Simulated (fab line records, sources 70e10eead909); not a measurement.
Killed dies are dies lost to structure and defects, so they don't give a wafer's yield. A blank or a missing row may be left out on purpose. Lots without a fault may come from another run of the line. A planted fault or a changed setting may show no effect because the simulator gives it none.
Tool commonality check | flow nand_harc | 12 lots, 42 wafers sampled

WHY IT WAS OPENED
At NHARC_A_M0_CD_MEAS_09 the reading cd_nm is flagged on 2 of 12 lots. Wafers without a fault read 79.8 nm, standard deviation 0.84.
Rule: a lot is flagged when every wafer of it that has a number lies more than 4 standard deviations from that mean, or none has a number. The other lots count as sound.

lot  | measured     | on        | cd_nm (nm), wafer by wafer    | flag
L118 | day 22 18:51 | cd_sem-02 | 79.3 78.2 79.0                |
L117 | day 22 19:58 | cd_sem-01 | 79.5 81.1 81.0                |
L119 | day 24 01:18 | cd_sem-01 | 79.4 80.7 80.2                |
L121 | day 24 04:32 | cd_sem-03 | 79.8 79.4 80.2                |
L122 | day 24 20:45 | cd_sem-02 | 77.3 78.5 78.7                |
L123 | day 26 00:17 | cd_sem-01 | 79.4 80.4 77.6                |
L126 | day 26 13:51 | cd_sem-01 | 80.0 80.0 79.6                |
L127 | day 28 11:40 | cd_sem-03 | 78.1 80.1 79.1                |
L131 | day 29 15:31 | cd_sem-01 | 80.6 81.1 80.0                |
L132 | day 30 03:09 | cd_sem-03 | 37.8 37.1 37.9 37.5 36.7 37.6 | FLAGGED
L137 | day 31 05:48 | cd_sem-03 | 46.9 46.9 48.2 46.9 46.7 47.9 | FLAGGED
L140 | day 32 15:46 | cd_sem-02 | 80.1 79.7 80.2                |
The numbers of the flagged lots are 42.3 nm on average: -37.5 nm against the usual, or -45 standard deviations.

WHICH TOOL RAN EACH LOT
The record holds 2 process steps before the reading, out of a route of 1302 steps. In each cell: the tool, then ch and the chambers that the sampled wafers went through, then the start.
lot  | flag    | NHARC_A_BLC_ETCH_17                           | NHARC_A_M0_EXPOSE_06
L118 |         | rie_diel-13 ch 0,2,3, day 22 18:43 or earlier | arfi_scanner-02 ch 0, day 22 18:43
L117 |         | rie_diel-13 ch 0,1, day 22 19:50 or earlier   | arfi_scanner-01 ch 0, day 22 19:50
L119 |         | rie_diel-12 ch 0,2,3, day 24 01:10 or earlier | arfi_scanner-03 ch 0, day 24 01:10
L121 |         | rie_diel-06 ch 1,2,3, day 24 04:23 or earlier | arfi_scanner-02 ch 0, day 24 04:23
L122 |         | rie_diel-13 ch 0,3, day 24 20:37 or earlier   | arfi_scanner-01 ch 0, day 24 20:37
L123 |         | rie_diel-13 ch 0,2, day 26 00:08 or earlier   | arfi_scanner-03 ch 0, day 26 00:08
L126 |         | rie_diel-13 ch 0,2,3, day 26 13:43 or earlier | arfi_scanner-01 ch 0, day 26 13:43
L127 |         | rie_diel-12 ch 0,1,3, day 28 11:32 or earlier | arfi_scanner-03 ch 0, day 28 11:32
L131 |         | rie_diel-06 ch 0,1,3, day 29 15:23 or earlier | arfi_scanner-01 ch 0, day 29 15:23
L132 | FLAGGED | rie_diel-12 ch 1,3, day 30 03:01 or earlier   | arfi_scanner-02 ch 0, day 30 03:01
L137 | FLAGGED | rie_diel-12 ch 0,2,3, day 31 05:40 or earlier | arfi_scanner-02 ch 0, day 31 05:40
L140 |         | rie_diel-13 ch 0,1,3, day 32 15:37 or earlier | arfi_scanner-01 ch 0, day 32 15:37
What these steps do:
- NHARC_A_BLC_ETCH_17: etches the open film in N2/H2, target depth 390 nm, time 609.38 s.
- NHARC_A_M0_EXPOSE_06: exposes mask A M0, target cd 80 nm.
- NHARC_A_M0_CD_MEAS_09: target cd 80 nm.

FLAGGED OVER TOTAL, TOOL BY TOOL (the gauges that took the reading come last)
step                  | tool            | lots run | flagged | share of the flagged lots | sound lots run after its first flagged lot
NHARC_A_BLC_ETCH_17   | rie_diel-06     | 2        | 0       | none                      | -
NHARC_A_BLC_ETCH_17   | rie_diel-12     | 4        | 2       | all                       | 0
NHARC_A_BLC_ETCH_17   | rie_diel-13     | 6        | 0       | none                      | -
NHARC_A_M0_EXPOSE_06  | arfi_scanner-01 | 5        | 0       | none                      | -
NHARC_A_M0_EXPOSE_06  | arfi_scanner-02 | 4        | 2       | all                       | 0
NHARC_A_M0_EXPOSE_06  | arfi_scanner-03 | 3        | 0       | none                      | -
NHARC_A_M0_CD_MEAS_09 | cd_sem-01       | 5        | 0       | none                      | -
NHARC_A_M0_CD_MEAS_09 | cd_sem-02       | 3        | 0       | none                      | -
NHARC_A_M0_CD_MEAS_09 | cd_sem-03       | 4        | 2       | all                       | 0
NHARC_A_BLC_ETCH_17 gives no start for some lots, so the hours and the order of its lots are those of NHARC_A_M0_EXPOSE_06.

WHAT THE TABLE ALLOWS
3 rows of the table ran every flagged lot: rie_diel-12 at NHARC_A_BLC_ETCH_17, arfi_scanner-02 at NHARC_A_M0_EXPOSE_06, cd_sem-03 at NHARC_A_M0_CD_MEAS_09.
- rie_diel-12 at NHARC_A_BLC_ETCH_17: 2 of its 4 lots flagged. Its last sound lot is L127 (day 28 11:32), its first flagged lot L132 (day 30 03:01): a fault that began between those two fits.
- arfi_scanner-02 at NHARC_A_M0_EXPOSE_06: 2 of its 4 lots flagged. Its last sound lot is L121 (day 24 04:23), its first flagged lot L132 (day 30 03:01): a fault that began between those two fits. Its own readings lie more than 4 standard deviations out on every wafer of the flagged lots: exposure_dose_mJ_cm2.
- cd_sem-03 at NHARC_A_M0_CD_MEAS_09: 2 of its 4 lots flagged. Its last sound lot is L127 (day 28 11:40), its first flagged lot L132 (day 30 03:09): a fault that began between those two fits.
Counting lots can't tell these 3 tools apart, because each fits a fault that began at some hour. More lots, or a look at what each step does to the wafer, might.

WHAT THE SIMULATOR HAD PUT IN
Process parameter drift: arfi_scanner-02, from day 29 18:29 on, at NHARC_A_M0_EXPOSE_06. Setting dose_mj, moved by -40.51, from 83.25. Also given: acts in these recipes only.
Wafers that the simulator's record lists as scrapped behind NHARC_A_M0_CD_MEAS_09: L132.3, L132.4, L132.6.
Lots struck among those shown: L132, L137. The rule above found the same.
